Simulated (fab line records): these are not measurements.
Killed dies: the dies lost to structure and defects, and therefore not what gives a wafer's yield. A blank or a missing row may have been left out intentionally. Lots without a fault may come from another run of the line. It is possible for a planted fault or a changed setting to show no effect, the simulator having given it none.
fab line records	flow n5_finfet
record: lots: 7	wafers: 39
route steps=1938 shown PMOS_HMC_CHANNEL_EPI@57 FIN_SAQP@102 DUMMY_GATE@215 HKMG_FIN@451 BEOL_M1@754
start_h: the number of hours between the record's first day and the start of the first shown wafer of the lot	wait_h: hours elapsed since this lot's preceding step	" identical to the entry in the row above	L1.1+2: a row that stands for several wafers	- value missing, or start not given	* or withheld: withheld	< > ~ a bound
route shown NAME@n: a module of which the file shows steps, and the number in the route of the first	usual: mean/standard deviation of fault-free wafers	same: alike in all rows	chamber/n: place in a boat	sites: per-site readings	_std_site: standard deviation of those values	_edge_site: mean of outer sites minus mean of inner sites	radius_mm: how far each site lies from the wafer's centre	mask NAME#n: copy n	behind: the last tool/chamber to shape the wafer	hold: why the lot was held/for how many hours/how that ended	device: the n, p or np transistor that did not switch	end of line: tests of these same wafers at the route's end	a step without rows: its recipe alone	killed: dies lost to structure and defects at the first sort, not the wafer's yield	map: shows each die of a wafer: x if killed, . if not, _ if none is there
set.NAME: the setting that was run; set.NAME@STEP: the one run at that earlier step	model.NAME: the simulator's own value behind a step, which no gauge read
lots run with intentionally changed settings; tables by step, rows by wafer
== steps ==
step: N5_PMOS_HMC_CHANNEL_EPI_HM_DEP_34
recipe: material: SiO2	target_thk_a: 360	temp_c: 400	precursor: TEOS/O2	pressure_torr: 6.5	rf_w: 900	teos_flow_sccm: 161.4	gas: O2	flow_sccm: 2650	time_s: 6.9
lot.wafer	tool	chamber	start_h	wait_h	set.time_s	model.SiO2_of_PMOS_HMC_CHANNEL_EPI_HM_DEP_34.thk_nm
L076.1	pecvd-01	0	28.83	0.0	9.911	50.48
L076.2	"	1	"	"	9.911	50.14
L076.3	"	2	"	"	6.9	35.45
L076.4	"	1	"	"	6.9	36.08
L076.5	"	0	"	"	9.911	51
L076.6	"	2	"	"	6.9	36.24
L082.1	pecvd-01	1	64.86	0.0	6.9	36.05
L082.2	"	2	"	"	6.9	36.12
L082.3	"	0	"	"	6.9	36.13
L082.4	"	0	"	"	6.9	36.78
L082.5	"	2	"	"	6.9	36.54
L082.6	"	1	"	"	6.9	36.48
L086.1	pecvd-02	1	89.06	0.0	3.913	20.41
L086.2	"	2	"	"	6.9	34.82
L086.3	"	0	"	"	6.9	35.65
L086.4	"	1	"	"	3.913	20.44
L086.5	"	2	"	"	3.913	20.59
L086.6	"	0	"	"	6.9	35.49
L088.1	pecvd-02	2	100.90	0.0	6.9	35.81
L088.2	"	0	"	"	6.9	35.66
L088.3	"	1	"	"	6.9	36.26
L088.4+6	"	2,0	"	"	6.9	36.12
L088.5	"	1	"	"	6.9	36.32
L089.1	pecvd-02	0	107.27	0.0	6.9	35.43
L089.2	"	2	"	"	6.9	35.47
L089.3	"	1	"	"	8.14	41.75
L089.4	"	0	"	"	8.14	42.11
L089.5	"	1	"	"	8.14	42.16
L089.6	"	2	"	"	6.9	35.59
L091.1	pecvd-01	1	118.58	0.0	10.59	53.7
L091.2	"	0	"	"	10.59	53.37
L091.3	"	2	"	"	10.59	53.65
L091.4	"	1	"	"	6.9	35.82
L091.5	"	0	"	"	6.9	35.77
L091.6	"	2	"	"	6.9	35.98
L095.4	pecvd-02	0	144.25	0.0	6.9	36.24
L095.5	"	1	"	"	6.9	37.05
L095.6	"	2	"	"	6.9	36.39
step: N5_FIN_SAQP_HM_DEP_72
recipe: material: SiO2	target_thk_a: 120	temp_c: 400	precursor: SiH4/N2O	pressure_torr: 0.75	rf_w: 275	time_s: 7.2
lot.wafer	tool	chamber	start_h	wait_h	set.target_thk_a	model.SiO2_of_FIN_SAQP_HM_DEP_72.thk_nm
L076.1	pecvd-02	1	33.81	0.0	120	11.93
L076.2	"	0	"	"	66.21	6.803
L076.3	"	1	"	"	66.21	6.81
L076.4	"	0	"	"	66.21	6.846
L076.5	"	0	"	"	120	12.3
L076.6	"	1	"	"	120	12.06
L082.1	pecvd-03	2	69.23	0.0	120	12.09
L082.2	"	0	"	"	120	11.78
L082.3	"	1	"	"	154.3	15.23
L082.4	"	0	"	"	154.3	15.36
L082.5	"	2	"	"	154.3	15.43
L082.6	"	1	"	"	120	11.9
L086.1	pecvd-03	2	93.90	0.0	52.4	5.218
L086.2	"	1	"	"	52.4	5.116
L086.3	"	0	"	"	120	11.83
L086.4	"	1	"	"	52.4	5.052
L086.5	"	0	"	"	120	12.04
L086.6	"	2	"	"	120	11.97
L088.1	pecvd-03	0	105.62	0.0	120	11.8
L088.2	"	2	"	"	77.69	7.61
L088.3	"	1	"	"	120	11.83
L088.4	"	1	"	"	77.69	7.92
L088.5	"	0	"	"	120	11.89
L088.6	"	2	"	"	77.69	7.834
L089.1	pecvd-03	1	112.44	0.0	120	11.77
L089.2	"	2	"	"	120	11.76
L089.3	"	0	"	"	120	11.78
L089.4	"	2	"	"	120	11.98
L089.5	"	1	"	"	120	11.92
L089.6	"	0	"	"	120	11.99
L091.1	pecvd-03	1	122.71	0.0	120	11.63
L091.2	"	2	"	"	98.75	9.743
L091.3	"	0	"	"	98.75	9.625
L091.4	"	2	"	"	98.75	9.66
L091.5	"	0	"	"	120	11.86
L091.6	"	1	"	"	120	11.95
L095.4	pecvd-03	0	149.76	0.1	120	12.18
L095.5	"	1	"	"	120	12.08
L095.6	"	2	"	"	120	12.25
step: N5_FIN_SAQP_COAT_49
recipe: resist: SOC	temp_c: 250	time_s: 60	spin_rpm: 1500	resist_thk_nm: 100
step: N5_FIN_SAQP_COAT_50
recipe: resist: SiARC	temp_c: 220	time_s: 60	spin_rpm: 1500	resist_thk_nm: 35
step: N5_FIN_SAQP_ETCH_52
recipe: chemistry: N2/H2	target: SOC	target_depth_a: 1000	overetch_a: 200	mask_material: SiARC	temp_c: 40	time_s: 150	ion_energy_ev: 200	pressure_mtorr: 30	source_w: 840	bias_w: 150	n2_flow_sccm: 200	h2_flow_sccm: 200	ends: end_point
step: N5_FIN_SAQP_STRIP_53
recipe: chemistry: N2/H2	temp_c: 40	n2_flow_sccm: 200	h2_flow_sccm: 200	rf_frequency_hz: 6e+07
step: N5_FIN_SAQP_HM_OPEN_73
recipe: chemistry: CHF3/O2	target: SiO2	stop_on: a-Si	target_depth_a: 120	over_etch_frac: 1.8	mask_material: SOC	time_s: 16.8	pressure_mtorr: 30	source_w: 650	bias_w: 170	Ar_flow_sccm: 200	CHF3_flow_sccm: 50	O2_flow_sccm: 5	ion_energy_ev: 200	ends: end_point
lot.wafer	tool	chamber	start_h	wait_h	set.target_thk_a@FIN_SAQP_HM_DEP_72	model.etch.depth_nm
L076.1	rie_diel-01	1	35.70	0.0	120	11.93
L076.2	"	3	"	"	66.21	6.803
L076.3	"	0	"	"	66.21	6.81
L076.4	"	0	"	"	66.21	6.846
L076.5	"	1	"	"	120	12.3
L076.6	"	3	"	"	120	12.06
L082.1	rie_diel-02	3	70.27	0.0	120	12.09
L082.2	"	0	"	"	120	11.78
L082.3	"	1	"	"	154.3	15.23
L082.4	"	0	"	"	154.3	15.36
L082.5	"	3	"	"	154.3	15.43
L082.6	"	1	"	"	120	11.9
L086.1	rie_diel-02	2	95.41	0.0	52.4	5.218
L086.2	"	3	"	"	52.4	5.116
L086.3	"	0	"	"	120	11.83
L086.4	"	1	"	"	52.4	5.052
L086.5	"	1	"	"	120	12.04
L086.6	"	2	"	"	120	11.97
L088.1	rie_diel-01	3	106.40	0.0	120	11.8
L088.2	"	0	"	"	77.69	7.61
L088.3	"	2	"	"	120	11.83
L088.4	"	1	"	"	77.69	7.92
L088.5	"	3	"	"	120	11.89
L088.6	"	0	"	"	77.69	7.834
L089.1	rie_diel-02	2	114.00	0.0	120	11.77
L089.2	"	3	"	"	120	11.76
L089.3	"	0	"	"	120	11.78
L089.4	"	0	"	"	120	11.98
L089.5	"	3	"	"	120	11.92
L089.6	"	2	"	"	120	11.99
L091.1	rie_diel-06	0	123.45	0.0	120	11.63
L091.2	"	3	"	"	98.75	9.743
L091.3	"	1	"	"	98.75	9.625
L091.4	"	3	"	"	98.75	9.66
L091.5	"	0	"	"	120	11.86
L091.6	"	1	"	"	120	11.95
L095.4	rie_diel-06	0	150.35	0.0	120	12.18
L095.5	"	3	"	"	120	12.08
L095.6	"	2	"	"	120	12.25
step: N5_DUMMY_GATE_CVD_03
recipe: material: a-Si	target_thk_a: 1500	temp_c: 530	precursor: SiH4	time_s: 8042
lot.wafer	tool	chamber	start_h	wait_h	set.time_s	model.a-Si_of_DUMMY_GATE_CVD_03.thk_nm
L076.1	-	-	-	0.1	6314	117
L076.2	"	-	"	"	6314	118.2
L076.3	"	-	"	"	6314	117.8
L076.4	"	-	"	"	6314	117.6
L076.5	"	-	"	"	6314	117.2
L076.6	"	-	"	"	6314	117.4
L082.1	-	-	-	0.1	8042	149.6
L082.2	"	-	"	"	8042	150
L082.3	"	-	"	"	8042	151.6
L082.4	"	-	"	"	8042	149.4
L082.5	"	-	"	"	8042	149.2
L082.6	"	-	"	"	8042	151.4
L086.1+3	-	-	-	0.1	12840	238.6
L086.2+5	"	-	"	"	12840	239
L086.4	"	-	"	"	12840	238.8
L086.6	"	-	"	"	12840	238
L088.1	-	-	-	0.1	10110	185.4
L088.2	"	-	"	"	10110	184.8
L088.3	"	-	"	"	10110	186.8
L088.4	"	-	"	"	10110	185.2
L088.5	"	-	"	"	10110	185
L088.6	"	-	"	"	10110	185.6
L089.1	-	-	-	0.1	8042	150.4
L089.2	"	-	"	"	8042	151.8
L089.3+6	"	-	"	"	8042	150.2
L089.4	"	-	"	"	8042	151.2
L089.5	"	-	"	"	8042	149.6
L091.1	-	-	-	0.1	11780	223
L091.2	"	-	"	"	11780	221.6
L091.3	"	-	"	"	11780	222.8
L091.4	"	-	"	"	11780	221.2
L091.5	"	-	"	"	11780	222.4
L091.6	"	-	"	"	11780	222.2
L095.4	lpcvd-02	0/29	164.76	0.1	8042	150.8
L095.5	"	0/34	"	"	8042	151.6
L095.6	"	0/39	"	"	8042	151
step: N5_DUMMY_GATE_PRECLEAN_46
recipe: chemistry: DIW	time_s: 89.5	temp_c: 23
step: N5_DUMMY_GATE_SRD_47
recipe: dry_time_s: 32	dry: n2_spin	spin_rpm: 1500
step: N5_DUMMY_GATE_CMP_04
recipe: material: a-Si	post_cmp_clean: alkaline_brush
usual: time_to_endpoint_s: 13.3/2.2
lot.wafer	tool	chamber	start_h	wait_h	set.time_s@DUMMY_GATE_CVD_03	time_to_endpoint_s
L076.4	cmp-02	0	55.54	0.0	6314	9.8
L076.3	"	1	"	"	6314	8.7
L076.1	"	2	"	"	6314	8.1
L076.2	"	3	"	"	6314	8.3
L076.6	"	0	"	"	6314	7.3
L076.5	"	1	"	"	6314	6.5
L082.1	cmp-04	0	89.14	0.1	8042	16.3
L082.3	"	1	"	"	8042	14.6
L082.2	"	2	"	"	8042	12.5
L082.4	"	3	"	"	8042	14.4
L082.5	"	0	"	"	8042	17.2
L082.6	"	1	"	"	8042	14.8
L086.3	cmp-02	1	114.46	0.0	12840	28.2
L086.2	"	2	"	"	12840	26.7
L086.4	"	3	"	"	12840	27.4
L086.1	"	0	"	"	12840	30.6
L086.6	"	1	"	"	12840	26.5
L086.5	"	2	"	"	12840	26.9
L088.3	cmp-03	2	126.33	0.0	10110	22.8
L088.4	"	3	"	"	10110	19.1
L088.2	"	0	"	"	10110	18.6
L088.1	"	1	"	"	10110	19.7
L088.5	"	2	"	"	10110	25.4
L088.6	"	3	"	"	10110	19.1
L089.4	cmp-04	1	132.31	0.0	8042	13.2
L089.3	"	2	"	"	8042	17.1
L089.2	"	3	"	"	8042	15.8
L089.1	"	0	"	"	8042	14.8
L089.6	"	1	"	"	8042	15.1
L089.5	"	2	"	"	8042	17.1
L091.3	cmp-04	0	142.08	0.0	11780	28.4
L091.4	"	1	"	"	11780	26.7
L091.2	"	2	"	"	11780	29.4
L091.1	"	3	"	"	11780	28.2
L091.5	"	0	"	"	11780	31.3
L091.6	"	1	"	"	11780	28.3
L095.4	cmp-03	0	168.49	0.0	8042	12.9
L095.5	"	0	"	"	8042	14.1
L095.6	"	1	"	"	8042	15.2
step: N5_HKMG_FIN_ETCH_67
recipe: chemistry: N2/H2	target: SOC	target_depth_a: 3889	stop_on: TiN	ion_energy_ev: 100	bias_w: 61	pressure_mtorr: 30	source_w: 850	n2_flow_sccm: 200	h2_flow_sccm: 200
lot.wafer	tool	chamber	start_h	wait_h	set.target_depth_a	model.SOC_of_HKMG_FIN_COAT_66.thk_nm
L076.1	rie_diel-06	3	92.71	-	3889	17.6
L076.2	"	1	"	"	3889	20.2
L076.3	"	2	"	"	3889	16
L076.4	"	2	"	"	3889	15.8
L076.5	"	3	"	"	3889	18.6
L076.6	"	1	"	"	3889	19.8
L082.1+5+6	rie_diel-02	0,2,3	126.80	-	5534	8.2
L082.2	"	2	"	"	3889	9.4
L082.3	"	3	"	"	3889	11.2
L082.4	"	0	"	"	3889	9
L086.1	rie_diel-01	0	150.12	-	3081	74.8
L086.2	"	2	"	"	3889	17.2
L086.3	"	1	"	"	3081	77.4
L086.4	"	1	"	"	3889	18.4
L086.5	"	0	"	"	3889	17
L086.6	"	2	"	"	3081	73.4
L088.1	rie_diel-02	1	161.62	-	3889	14
L088.2	"	2	"	"	3889	8.2
L088.3	"	3	"	"	3889	13.8
L088.4+6	"	0,3	"	"	5322	8.2
L088.5	"	0	"	"	5322	8.4
L089.1	rie_diel-06	0	168.29	-	3889	10.8
L089.2	"	2	"	"	3889	9.2
L089.3	"	3	"	"	3889	18.4
L089.4	"	3	"	"	3889	15.8
L089.5	"	2	"	"	3889	8.2
L089.6	"	0	"	"	3889	12
L091.1	rie_diel-01	1	176.68	-	3889	16.6
L091.2	"	2	"	"	3193	65.4
L091.3	"	3	"	"	3193	60.2
L091.4	"	3	"	"	3889	10.6
L091.5	"	1	"	"	3193	69.2
L091.6	"	2	"	"	3889	12.4
L095.4	rie_diel-01	0	204.65	-	3889	9
L095.5	"	1	"	"	3889	19.6
L095.6	"	0	"	"	3889	8.2
step: N5_BEOL_M1_HM_DEP_02
recipe: material: TiN	target_thk_a: 200	temp_c: 25	chamber_pressure_pa: 0.49996
lot.wafer	tool	chamber	start_h	wait_h	set.target_thk_a	model.TiN_of_BEOL_M1_HM_DEP_02.thk_nm
L076.1	pvd_sputter-01	-	135.16	1.5	200	19.8
L076.2	"	-	"	"	153.2	15.4
L076.3+5	"	-	"	"	153.2	15.2
L076.4+6	"	-	"	"	200	20
L082.1+3+5	pvd_sputter-01	-	166.30	0.2	200	20
L082.2	"	-	"	"	82.47	8.2
L082.4+6	"	-	"	"	82.47	8.4
L086.1	pvd_sputter-03	-	198.52	3.8	200	20.2
L086.2+5	"	-	"	"	200	20
L086.3+4+6	"	-	"	"	200	19.8
L088.1+4	pvd_sputter-03	-	204.64	0.8	200	19.8
L088.2	"	-	"	"	301.8	30
L088.3	"	-	"	"	301.8	30.2
L088.5	"	-	"	"	200	20
L088.6	"	-	"	"	301.8	30.4
L089.1+3+4	pvd_sputter-02	-	213.23	2.3	200	20.2
L089.2	"	-	"	"	200	20.4
L089.5+6	"	-	"	"	200	20
L091.1	pvd_sputter-01	-	218.50	1.9	200	20.4
L091.2+5	"	-	"	"	106	10.8
L091.3+4	"	-	"	"	200	20.2
L091.6	"	-	"	"	106	11
L095.4+6	pvd_sputter-01	-	248.09	1.7	200	19.8
L095.5	"	-	"	"	200	20.2
step: N5_BEOL_M1_COAT_61
recipe: resist: SOC	temp_c: 250	time_s: 60	spin_rpm: 1500	resist_thk_nm: 60
step: N5_BEOL_M1_COAT_62
recipe: resist: SiARC	temp_c: 220	time_s: 60	spin_rpm: 1500	resist_thk_nm: 12
step: N5_BEOL_M1_STRIP_75
recipe: chemistry: N2/H2	temp_c: 40	n2_flow_sccm: 200	h2_flow_sccm: 200	rf_frequency_hz: 6e+07
step: N5_BEOL_M1_STRIP_66
recipe: chemistry: CF4	resist: SiARC	power_w: 300	bias_power_w: 75	pressure_mtorr: 50	cf4_flow_sccm: 150	rf_frequency_hz: 6e+07
step: N5_BEOL_M1_HM_OPEN_17
recipe: chemistry: Cl2/BCl3	target_depth_a: 200	overetch_a: 60	target: TiN	mask_material: SOC	ion_energy_ev: 150	pressure_mtorr: 10	icp_w: 1000	bias_w: 126	Cl2_flow_sccm: 53.25	bcl3_flow_sccm: 21.75	Ar_flow_sccm: 25
lot.wafer	tool	chamber	start_h	wait_h	set.target_thk_a@BEOL_M1_HM_DEP_02	model.etch.depth_nm
L076.1	rie_metal-01	1	136.04	0.0	200	19.88
L076.2	"	0	"	"	153.2	15.32
L076.3	"	1	"	"	153.2	15.24
L076.4	"	0	"	"	200	20.09
L076.5	"	1	"	"	153.2	15.29
L076.6	"	0	"	"	200	19.95
L082.1	rie_metal-02	1	167.26	0.0	200	20.07
L082.2	"	0	"	"	82.47	8.13
L082.3	"	1	"	"	200	19.94
L082.4	"	0	"	"	82.47	8.367
L082.5	"	0	"	"	200	20.05
L082.6	"	1	"	"	82.47	8.438
L086.1	rie_metal-03	1	199.92	0.0	200	20.12
L086.2	"	0	"	"	200	20
L086.3	"	1	"	"	200	19.87
L086.4	"	0	"	"	200	19.82
L086.5	"	0	"	"	200	19.98
L086.6	"	1	"	"	200	19.89
L088.1	rie_metal-03	1	205.40	0.0	200	19.88
L088.2	"	0	"	"	301.8	26.57
L088.3	"	0	"	"	301.8	26.68
L088.4	"	1	"	"	200	19.84
L088.5	"	1	"	"	200	19.99
L088.6	"	0	"	"	301.8	26.54
L089.1+3+4	rie_metal-03	0,0,1	214.25	0.0	200	20.14
L089.2	"	1	"	"	200	20.32
L089.5	"	0	"	"	200	20.1
L089.6	"	1	"	"	200	20.02
L091.1	rie_metal-03	0	219.27	0.0	200	20.31
L091.2	"	1	"	"	106	10.83
L091.3	"	1	"	"	200	20.25
L091.4	"	0	"	"	200	20.24
L091.5	"	0	"	"	106	10.88
L091.6	"	1	"	"	106	11.02
L095.4+6	rie_metal-02	0	248.88	0.1	200	19.88
L095.5	"	1	"	"	200	20.12
step: N5_BEOL_M1_STRIP_19
recipe: chemistry: O2	power_w: 400	temp_c: 40	pressure_mtorr: 30	rf_frequency_hz: 6e+07	bias_power_w: 0	overash_fraction: 0.2	o2_flow_sccm: 225
step: N5_BEOL_M1_ETCH_41
recipe: chemistry: CH3F/O2	target: SiCN	target_depth_a: 319	taper_deg: 2	time_s: 57.8	ion_energy_ev: 120	mask_material: TiN	pressure_mtorr: 30	source_w: 395	bias_w: 75	Ar_flow_sccm: 150	CH3F_flow_sccm: 30	O2_flow_sccm: 20
step: N5_BEOL_M1_STRIP_97
recipe: chemistry: N2/H2	time_s: 10	power_w: 450	temp_c: 40	pressure_mtorr: 20	rf_frequency_hz: 6e+07	bias_power_w: 7	n2_flow_sccm: 200	h2_flow_sccm: 200
step: N5_BEOL_M1_OCD_MEAS_38
usual: trench_depth_nm: 55.3/0.94
lot.wafer	tool	chamber	start_h	wait_h	set.target_thk_a@BEOL_M1_HM_DEP_02	trench_depth_nm
L076.1	ocd-01	-	138.33	-	200	57.4
L076.2	"	-	"	"	153.2	55.8
L076.3	"	-	"	"	153.2	56.1
L076.4	"	-	"	"	200	55.7
L076.5	"	-	"	"	153.2	57.2
L076.6	"	-	"	"	200	55.7
L082.1	ocd-02	-	169.86	-	200	56.0
L082.2	"	-	"	"	82.47	54.5
L082.3	"	-	"	"	200	54.5
L082.4	"	-	"	"	82.47	54.8
L082.5	"	-	"	"	200	54.3
L082.6	"	-	"	"	82.47	55.1
L086.1	ocd-02	-	208.90	-	200	55.9
L086.2	"	-	"	"	200	56.3
L086.3	"	-	"	"	200	57.4
L086.4	"	-	"	"	200	55.5
L086.5	"	-	"	"	200	56.7
L086.6	"	-	"	"	200	56.0
L088.1	ocd-02	-	215.10	-	200	54.0
L088.2	"	-	"	"	301.8	8.6
L088.3	"	-	"	"	301.8	8.3
L088.4	"	-	"	"	200	54.3
L088.5	"	-	"	"	200	54.6
L088.6	"	-	"	"	301.8	5.7
L089.1	ocd-01	-	223.69	-	200	53.6
L089.2	"	-	"	"	200	54.9
L089.3	"	-	"	"	200	56.3
L089.4	"	-	"	"	200	55.3
L089.5	"	-	"	"	200	55.1
L089.6	"	-	"	"	200	55.0
L091.1	ocd-01	-	223.80	-	200	55.8
L091.2	"	-	"	"	106	54.7
L091.3	"	-	"	"	200	55.6
L091.4	"	-	"	"	200	55.4
L091.5	"	-	"	"	106	56.0
L091.6	"	-	"	"	106	55.9
L095.4	ocd-02	-	253.44	-	200	56.2
L095.5	"	-	"	"	200	56.3
L095.6	"	-	"	"	200	55.3
== key ==
split: step: N5_PMOS_HMC_CHANNEL_EPI_HM_DEP_34	setting: time_s	stated: 6.9	by: wafer
response: step: N5_PMOS_HMC_CHANNEL_EPI_HM_DEP_34	reading: model.SiO2_of_PMOS_HMC_CHANNEL_EPI_HM_DEP_34.thk_nm	change: +0.337	per: 1%	r: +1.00
split: step: N5_FIN_SAQP_HM_DEP_72	setting: target_thk_a	stated: 120	by: wafer
response: step: N5_FIN_SAQP_HM_DEP_72	reading: model.SiO2_of_FIN_SAQP_HM_DEP_72.thk_nm	change: +0.119	per: 1%	r: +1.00
response: step: N5_FIN_SAQP_HM_OPEN_73	reading: model.etch.depth_nm	change: +0.119	per: 1%	r: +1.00
split: step: N5_DUMMY_GATE_CVD_03	setting: time_s	stated: 8042	by: lot
response: step: N5_DUMMY_GATE_CVD_03	reading: model.a-Si_of_DUMMY_GATE_CVD_03.thk_nm	change: +1.5	per: 1%	r: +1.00
response: step: N5_DUMMY_GATE_CMP_04	reading: time_to_endpoint_s	change: *	per: 1%	r: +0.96
split: step: N5_HKMG_FIN_ETCH_67	setting: target_depth_a	stated: 3889	by: wafer
response: step: N5_HKMG_FIN_ETCH_67	reading: model.SOC_of_HKMG_FIN_COAT_66.thk_nm	shape: bent	at_lowest: 75.2	at_stated: 13.96	at_highest: 8.2
split: step: N5_BEOL_M1_HM_DEP_02	setting: target_thk_a	stated: 200	by: wafer
response: step: N5_BEOL_M1_HM_DEP_02	reading: model.TiN_of_BEOL_M1_HM_DEP_02.thk_nm	change: +0.2	per: 1%	r: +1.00
response: step: N5_BEOL_M1_HM_OPEN_17	reading: model.etch.depth_nm	change: +0.179	per: 1%	r: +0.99
response: step: N5_BEOL_M1_OCD_MEAS_38	reading: trench_depth_nm	shape: bent	at_lowest: 54.8	at_stated: 55.5	at_highest: 7.5
